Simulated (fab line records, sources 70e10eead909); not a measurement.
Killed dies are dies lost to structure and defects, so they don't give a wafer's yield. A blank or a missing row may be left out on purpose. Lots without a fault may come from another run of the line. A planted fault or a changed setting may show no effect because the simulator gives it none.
Which tool did it? | flow nand_harc | 24 lots, 72 wafers sampled, at 5 steps of a route of 1302

WHAT THE GAUGES READ, wafer by wafer
NHARC_P_M0_INSPECT_27.
lot  | measured     | on                | raw_defect_count
L074 | day 6 04:47  | defect_inspect-01 | 123 124 121
L075 | day 6 10:41  | defect_inspect-01 | 293 418 323
L076 | day 7 00:19  | defect_inspect-01 | 195 232 224
L077 | day 7 08:08  | defect_inspect-01 | 333 280 196
L078 | day 7 19:44  | defect_inspect-01 | 301 241 148
L079 | day 8 03:15  | defect_inspect-01 | 349 318 242
L080 | day 8 15:14  | defect_inspect-02 | 243 483 231
L081 | day 9 07:17  | defect_inspect-02 | 301 245 368
L082 | day 9 13:00  | defect_inspect-01 | 115 155 171
L083 | day 10 11:26 | defect_inspect-02 | 372 215 273
L085 | day 10 17:58 | defect_inspect-02 | 392 255 335
L084 | day 10 19:56 | defect_inspect-01 | 214 166 176
L086 | day 11 01:47 | defect_inspect-01 | 369 635 658
L088 | day 12 02:43 | defect_inspect-02 | 224 204 317
L087 | day 12 03:32 | defect_inspect-01 | 557 473 691
L089 | day 12 07:54 | defect_inspect-02 | 637 365 398
L090 | day 12 23:41 | defect_inspect-01 | 462 364 405
L091 | day 13 01:44 | defect_inspect-02 | 128 163 264
L092 | day 13 13:29 | defect_inspect-02 | 154 349 203
L093 | day 14 00:05 | defect_inspect-02 | 302 186 210
L094 | day 14 13:49 | defect_inspect-01 | 161 244 190
L095 | day 15 01:19 | defect_inspect-01 | 134 306 333
L096 | day 15 07:08 | defect_inspect-02 | 249 214 344
L097 | day 15 14:46 | defect_inspect-02 | 486 287 459

WHICH TOOL RAN EACH LOT (tool, then ch and the chambers of the sampled wafers, then the start)
lot  | NHARC_P_GATE_RTA_82              | NHARC_P_CONTACT_CVD_23                   | NHARC_P_CONTACT_CMP_24        | NHARC_P_M0_DESCUM_14
L074 | rtp_anneal-01 ch 0, day 5 19:35  | cvd_w-02 ch 0, day 6 00:51 or earlier    | cmp-04 ch 0,1,3, day 6 00:51  | rie_diel-03 ch 1,2, day 6 02:18
L075 | rtp_anneal-01 ch 0, day 6 02:05  | cvd_w-01 ch 0,1, day 6 06:46 or earlier  | cmp-04 ch 0,1,2, day 6 06:46  | rie_diel-06 ch 0,2, day 6 08:08
L076 | rtp_anneal-01 ch 0, day 6 14:56  | cvd_w-01 ch 0, day 6 20:17 or earlier    | cmp-03 ch 1,2, day 6 20:17    | rie_diel-03 ch 1,2, day 6 21:39
L077 | rtp_anneal-02 ch 0, day 6 23:33  | cvd_w-01 ch 0,1, day 7 04:14 or earlier  | cmp-02 ch 1,2,3, day 7 04:14  | rie_diel-03 ch 0,1, day 7 05:39
L078 | rtp_anneal-01 ch 0, day 7 11:11  | cvd_w-02 ch 0,1, day 7 15:53 or earlier  | cmp-03 ch 1,2,3, day 7 15:53  | rie_diel-08 ch 0,2,3, day 7 17:14
L079 | rtp_anneal-02 ch 0, day 7 18:26  | cvd_w-01 ch 0,1, day 7 23:04 or earlier  | cmp-03 ch 2,3, day 7 23:04    | rie_diel-03 ch 0,2,3, day 8 00:35
L080 | rtp_anneal-02 ch 0, day 8 06:16  | cvd_w-02 ch 0,1, day 8 10:56 or earlier  | cmp-03 ch 0,1,2, day 8 10:56  | rie_diel-06 ch 0,1,2, day 8 12:17
L081 | rtp_anneal-02 ch 0, day 8 22:37  | cvd_w-02 ch 0,1, day 9 03:20 or earlier  | cmp-03 ch 0,2,3, day 9 03:20  | rie_diel-06 ch 0,1,2, day 9 04:49
L082 | rtp_anneal-02 ch 0, day 9 03:50  | cvd_w-01 ch 0,1, day 9 08:56 or earlier  | cmp-02 ch 0,1, day 9 08:56    | rie_diel-08 ch 0,3, day 9 10:26
L083 | rtp_anneal-01 ch 0, day 10 02:55 | cvd_w-01 ch 0,1, day 10 07:32 or earlier | cmp-02 ch 0,1,3, day 10 07:32 | rie_diel-06 ch 0,1,2, day 10 08:58
L085 | rtp_anneal-02 ch 0, day 10 09:23 | cvd_w-02 ch 0,1, day 10 14:04 or earlier | cmp-02 ch 1,2,3, day 10 14:04 | rie_diel-03 ch 1,2,3, day 10 15:28
L084 | rtp_anneal-01 ch 0, day 10 11:24 | cvd_w-02 ch 0,1, day 10 16:07 or earlier | cmp-03 ch 0,1,3, day 10 16:07 | rie_diel-06 ch 0,1,3, day 10 17:26
L086 | rtp_anneal-02 ch 0, day 10 17:07 | cvd_w-01 ch 0,1, day 10 21:49 or earlier | cmp-03 ch 0,1,3, day 10 21:49 | rie_diel-08 ch 0,1,3, day 10 23:19
L088 | rtp_anneal-01 ch 0, day 11 18:10 | cvd_w-02 ch 0, day 11 22:55 or earlier   | cmp-04 ch 0,2,3, day 11 22:55 | rie_diel-03 ch 0,2, day 12 00:15
L087 | rtp_anneal-01 ch 0, day 11 18:56 | cvd_w-01 ch 0,1, day 11 23:34 or earlier | cmp-04 ch 1,2,3, day 11 23:34 | rie_diel-03 ch 1,3, day 12 01:03
L089 | rtp_anneal-02 ch 0, day 11 23:11 | cvd_w-02 ch 0,1, day 12 03:49 or earlier | cmp-02 ch 0,3, day 12 03:49   | rie_diel-03 ch 0,2, day 12 05:19
L090 | rtp_anneal-01 ch 0, day 12 15:11 | cvd_w-01 ch 0,1, day 12 19:54 or earlier | cmp-02 ch 0,2,3, day 12 19:54 | rie_diel-08 ch 0,1,2, day 12 21:12
L091 | rtp_anneal-02 ch 0, day 12 16:19 | cvd_w-02 ch 0,1, day 12 21:07 or earlier | cmp-03 ch 1,3, day 12 21:07   | rie_diel-06 ch 0,1,2, day 12 23:05
L092 | rtp_anneal-01 ch 0, day 13 04:50 | cvd_w-02 ch 0,1, day 13 09:31 or earlier | cmp-02 ch 0,2,3, day 13 09:31 | rie_diel-03 ch 0,1,2, day 13 11:01
L093 | rtp_anneal-02 ch 0, day 13 15:15 | cvd_w-02 ch 0,1, day 13 20:05 or earlier | cmp-03 ch 0,1,2, day 13 20:05 | rie_diel-03 ch 0,2,3, day 13 21:36
L094 | rtp_anneal-02 ch 0, day 14 05:11 | cvd_w-01 ch 0,1, day 14 09:52 or earlier | cmp-04 ch 1,2, day 14 09:52   | rie_diel-03 ch 0,1, day 14 11:19
L095 | rtp_anneal-01 ch 0, day 14 16:39 | cvd_w-01 ch 0,1, day 14 21:19 or earlier | cmp-03 ch 1,3, day 14 21:19   | rie_diel-03 ch 0,2, day 14 22:49
L096 | rtp_anneal-02 ch 0, day 14 22:28 | cvd_w-02 ch 0,1, day 15 03:11 or earlier | cmp-02 ch 0,2,3, day 15 03:11 | rie_diel-03 ch 1,2,3, day 15 04:41
L097 | rtp_anneal-02 ch 0, day 15 05:57 | cvd_w-02 ch 0,1, day 15 10:56 or earlier | cmp-04 ch 2,3, day 15 10:56   | rie_diel-03 ch 0,2,3, day 15 12:18
- NHARC_P_GATE_RTA_82: time 30 s.
- NHARC_P_CONTACT_CVD_23: deposits W, target thk 200 nm, time 557 s.
- NHARC_P_CONTACT_CMP_24: polishes, t overpolish 30 s, target thk 200 nm.
- NHARC_P_M0_DESCUM_14: chemistry O2, time 3 s.

WHAT THE TOOLS THEMSELVES READ (means of the sampled wafers that have a number; where no wafer has one, the mark that the record gives instead)
NHARC_P_GATE_RTA_82.
lot  | tool          | lamp_power_pct (%) | wafer_temp_C_max
L074 | rtp_anneal-01 | 4.5                | 452.0
L075 | rtp_anneal-01 | 4.5                | 451.8
L076 | rtp_anneal-01 | 4.6                | 452.0
L077 | rtp_anneal-02 | 3.7                | 452.3
L078 | rtp_anneal-01 | 4.5                | 451.7
L079 | rtp_anneal-02 | 3.7                | 452.0
L080 | rtp_anneal-02 | 3.7                | 452.5
L081 | rtp_anneal-02 | 3.7                | 452.2
L082 | rtp_anneal-02 | 3.7                | 452.8
L083 | rtp_anneal-01 | 4.5                | 452.0
L085 | rtp_anneal-02 | 3.7                | 452.3
L084 | rtp_anneal-01 | 4.5                | 451.8
L086 | rtp_anneal-02 | 3.7                | 452.2
L088 | rtp_anneal-01 | 4.5                | 452.0
L087 | rtp_anneal-01 | 4.5                | 452.6
L089 | rtp_anneal-02 | 3.7                | 452.4
L090 | rtp_anneal-01 | 4.5                | 452.0
L091 | rtp_anneal-02 | 3.7                | 452.0
L092 | rtp_anneal-01 | 4.6                | 451.8
L093 | rtp_anneal-02 | 3.7                | 452.3
L094 | rtp_anneal-02 | 3.7                | 452.4
L095 | rtp_anneal-01 | 4.6                | 452.2
L096 | rtp_anneal-02 | 3.7                | 452.3
L097 | rtp_anneal-02 | 3.7                | 452.2

NHARC_P_CONTACT_CVD_23.
lot  | tool     | heater_power_w (W) | throttle_valve_pct (%)
L074 | cvd_w-02 | 472                | 7.86
L075 | cvd_w-01 | 454                | 7.64
L076 | cvd_w-01 | 449                | 7.81
L077 | cvd_w-01 | 459                | 7.83
L078 | cvd_w-02 | 479                | 7.79
L079 | cvd_w-01 | 458                | 7.96
L080 | cvd_w-02 | 480                | 7.70
L081 | cvd_w-02 | 484                | 7.67
L082 | cvd_w-01 | 465                | 7.87
L083 | cvd_w-01 | 450                | 7.85
L085 | cvd_w-02 | 484                | 7.71
L084 | cvd_w-02 | 489                | 7.89
L086 | cvd_w-01 | 452                | 7.92
L088 | cvd_w-02 | 482                | 7.75
L087 | cvd_w-01 | 469                | 7.89
L089 | cvd_w-02 | 491                | 7.79
L090 | cvd_w-01 | 453                | 7.90
L091 | cvd_w-02 | 492                | 7.65
L092 | cvd_w-02 | 482                | 7.44
L093 | cvd_w-02 | 480                | 7.51
L094 | cvd_w-01 | 461                | 8.06
L095 | cvd_w-01 | 454                | 8.00
L096 | cvd_w-02 | 500                | 7.74
L097 | cvd_w-02 | 482                | 7.63

NHARC_P_CONTACT_CMP_24.
lot  | tool   | motor_current_A (A) | overpolish_run_s (s) | time_to_endpoint_s (s)
L074 | cmp-04 | 12.8                | 29.993               | 36
L075 | cmp-04 | 12.6                | 30.002               | 36
L076 | cmp-03 | 11.7                | 29.997               | 42
L077 | cmp-02 | 13.6                | 29.999               | 39
L078 | cmp-03 | 11.8                | 29.998               | 42
L079 | cmp-03 | 12.3                | 30.010               | 41
L080 | cmp-03 | 11.7                | 30.014               | 37
L081 | cmp-03 | 11.8                | 30.002               | 39
L082 | cmp-02 | 15.0                | 29.995               | 43
L083 | cmp-02 | 13.2                | 30.005               | 38
L085 | cmp-02 | 13.4                | 30.005               | 36
L084 | cmp-03 | 11.7                | 30.001               | 38
L086 | cmp-03 | 12.4                | 30.001               | 36
L088 | cmp-04 | 11.8                | 30.007               | 39
L087 | cmp-04 | 12.1                | 29.997               | 42
L089 | cmp-02 | 13.6                | 30.009               | 45
L090 | cmp-02 | 13.9                | 29.989               | 41
L091 | cmp-03 | 12.5                | 29.999               | 37
L092 | cmp-02 | 13.5                | 30.004               | 42
L093 | cmp-03 | 11.8                | 30.008               | 38
L094 | cmp-04 | 12.1                | 30.004               | 44
L095 | cmp-03 | 12.7                | 29.994               | 34
L096 | cmp-02 | 13.5                | 29.993               | 42
L097 | cmp-04 | 11.6                | 29.992               | 37

NHARC_P_M0_DESCUM_14.
lot  | tool        | drypump_motor_current_A (A) | oes_product_au (a.u.) | rf_vpp_V (V) | showerhead_plenum_p_Torr (Torr) | throttle_valve_pct (%)
L074 | rie_diel-03 | 5.7                         | 0.999                 | 58.3         | 1.97                            | 11.314
L075 | rie_diel-06 | 5.3                         | 0.983                 | 57.3         | 1.80                            | 11.312
L076 | rie_diel-03 | 5.8                         | 1.006                 | 58.1         | 1.98                            | 11.307
L077 | rie_diel-03 | 5.7                         | 0.998                 | 57.7         | 1.94                            | 11.321
L078 | rie_diel-08 | 5.0                         | 0.982                 | 57.3         | 1.82                            | 11.307
L079 | rie_diel-03 | 5.3                         | 0.991                 | 57.9         | 1.95                            | 11.305
L080 | rie_diel-06 | 5.2                         | 0.995                 | 57.5         | 1.89                            | 11.313
L081 | rie_diel-06 | 5.2                         | 0.990                 | 57.0         | 1.89                            | 11.311
L082 | rie_diel-08 | 5.1                         | 0.997                 | 58.1         | 1.93                            | 11.306
L083 | rie_diel-06 | 5.2                         | 0.999                 | 57.2         | 1.88                            | 11.310
L085 | rie_diel-03 | 5.6                         | 0.995                 | 57.4         | 2.00                            | 11.306
L084 | rie_diel-06 | 5.3                         | 1.000                 | 58.0         | 1.89                            | 11.314
L086 | rie_diel-08 | 5.1                         | 1.000                 | 58.4         | 1.95                            | 11.308
L088 | rie_diel-03 | 5.3                         | 0.991                 | 58.2         | 1.92                            | 11.309
L087 | rie_diel-03 | 5.8                         | 0.994                 | 57.9         | 2.00                            | 11.313
L089 | rie_diel-03 | 5.2                         | 1.000                 | 58.1         | 1.88                            | 11.315
L090 | rie_diel-08 | 4.9                         | 0.995                 | 57.9         | 1.87                            | 11.308
L091 | rie_diel-06 | 5.2                         | 0.999                 | 57.7         | 1.88                            | 11.312
L092 | rie_diel-03 | 5.5                         | 1.002                 | 57.6         | 1.92                            | 11.315
L093 | rie_diel-03 | 5.3                         | 1.005                 | 56.5         | 1.94                            | 11.315
L094 | rie_diel-03 | 5.3                         | 0.998                 | 57.6         | 1.88                            | 11.310
L095 | rie_diel-03 | 5.1                         | 1.001                 | 57.0         | 1.88                            | 11.309
L096 | rie_diel-03 | 5.6                         | 0.996                 | 59.6         | 1.99                            | 11.311
L097 | rie_diel-03 | 5.3                         | 1.003                 | 56.6         | 1.94                            | 11.317

THE ANSWER, worked out from the rows above alone
Rule: what is usual is taken from the lots themselves. Put in order of their means at a reading, lots are off if they are a third of the lots or fewer, leave a main group of 4 or more, and stand apart from it by a gap of 3 or more times the standard deviation of the main group's means; of several such gaps the widest counts. A main group whose means are all the same, to the digits that the tables above print for the reading, isn't used. A lot without any number at a reading at which 4 lots or more have one is off too. The other lots that the step has rows for count as sound. The gauges are gone through in route order, then the tools' own readings, and for those a lot's mean is taken as printed above. The first step at which some lot is off is used, and at that step the reading that is off furthest; a lot without a number counts as furthest.
No lot is off at any reading shown: from this, nothing can be told.

WHAT THE SIMULATOR HAD PUT IN
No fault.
